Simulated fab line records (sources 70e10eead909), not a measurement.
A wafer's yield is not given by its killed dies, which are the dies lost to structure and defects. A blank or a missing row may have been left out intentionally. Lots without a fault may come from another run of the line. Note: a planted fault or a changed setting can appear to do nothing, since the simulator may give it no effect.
Chamber matching | flow nand-harc | NHARC_A_STAIRCASE_DEP_471 on pecvd-04: 3 sister chambers
The step deposits SiO2, target thk 100 nm. 3 wafers are shown with their chamber, then 7 later ones without.

## WAFERS PAIRED WITH THEIR CHAMBERS
wafer  | chamber | throttle-valve-pct (%)
L086.6 | 2       | 15.8
L090.3 | 1       | 15.7
L090.5 | 0       | 14.9

## WAFERS WITHOUT THEIR CHAMBER
wafer  | throttle-valve-pct (%)
L090.6 | 15.8
L089.2 | 15.8
L089.4 | 15.8
L089.5 | 15.8
L097.1 | 15.8
L097.3 | 15.7
L097.5 | 14.5

## THE CHAMBER EACH PASSED THROUGH
wafer  | from the rows above     | in truth
L090.6 | can't be placed: 2 or 1 | 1
L089.2 | can't be placed: 2 or 1 | 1
L089.4 | can't be placed: 2 or 1 | 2
L089.5 | can't be placed: 2 or 1 | 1
L097.1 | can't be placed: 2 or 1 | 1
L097.3 | can't be placed: 1 or 2 | 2
L097.5 | 0                       | 0
Placed correctly: 1 of 7. Unplaceable from these rows: 6, with the true chamber sitting among the candidates in 6. 0 placed wrongly.
How it was worked out, from the rows above alone: a wafer's distance from a chamber is the root of the sum, over the readings, of the square of ((its reading less the chamber's mean) divided by the reading's scatter). If the next closest chamber is less than 2 further off than the closest, the wafer can't be placed; otherwise it belongs to the closest. For every chamber, the mean is computed from those of its wafers that are shown. The scatter: with one shown wafer a chamber, the root of the mean of the squares of how far each hidden wafer lies from its nearest shown one.
